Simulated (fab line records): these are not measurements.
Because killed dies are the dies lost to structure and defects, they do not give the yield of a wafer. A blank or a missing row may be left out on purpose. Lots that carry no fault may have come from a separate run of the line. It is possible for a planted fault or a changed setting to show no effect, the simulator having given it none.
Chamber matching	flow nand-harc	rie-diel-03 running NHARC_A_SLIT_DESCUM_14: 4 sister chambers
The step chemistry O2, time 3 s. 4 wafers are shown with their chamber, then 7 later ones without.

## EACH WAFER AND ITS CHAMBER
wafer	chamber	drypump-motor-current-A (A)
L591.3	0	4.9
L597.1	2	5.7
L595.1	3	5.3
L595.2	1	5.5

## WAFERS MISSING THEIR CHAMBER
wafer	drypump-motor-current-A (A)
L595.5	4.9
L606.2	5.7
L606.4	5.3
L606.5	5.7
L607.1	5.6
L607.2	5.3
L607.3	4.8

## THE CHAMBER EACH PASSED THROUGH
wafer	from the rows above	in truth
L595.5	0	0
L606.2	2	2
L606.4	3	3
L606.5	2	2
L607.1	can't be placed: 1 or 2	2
L607.2	3	3
L607.3	0	0
6 of 7 placed correctly. From these rows, 1 cannot be placed; in 1 the true chamber is one of the candidates. 0 placed wrongly.
How it was worked out, from the rows above alone: a wafer's distance from a chamber is the root of the sum, over the readings, of the square of ((its reading less the chamber's mean) divided by the reading's scatter). The wafer belongs to the nearest chamber; if the next one is less than 2 further off, it can't be placed. For every chamber, the mean is computed from those of its wafers that are shown. The scatter (one wafer shown for each chamber): square how far every hidden wafer sits from the nearest shown wafer, average those squares and take the square root.
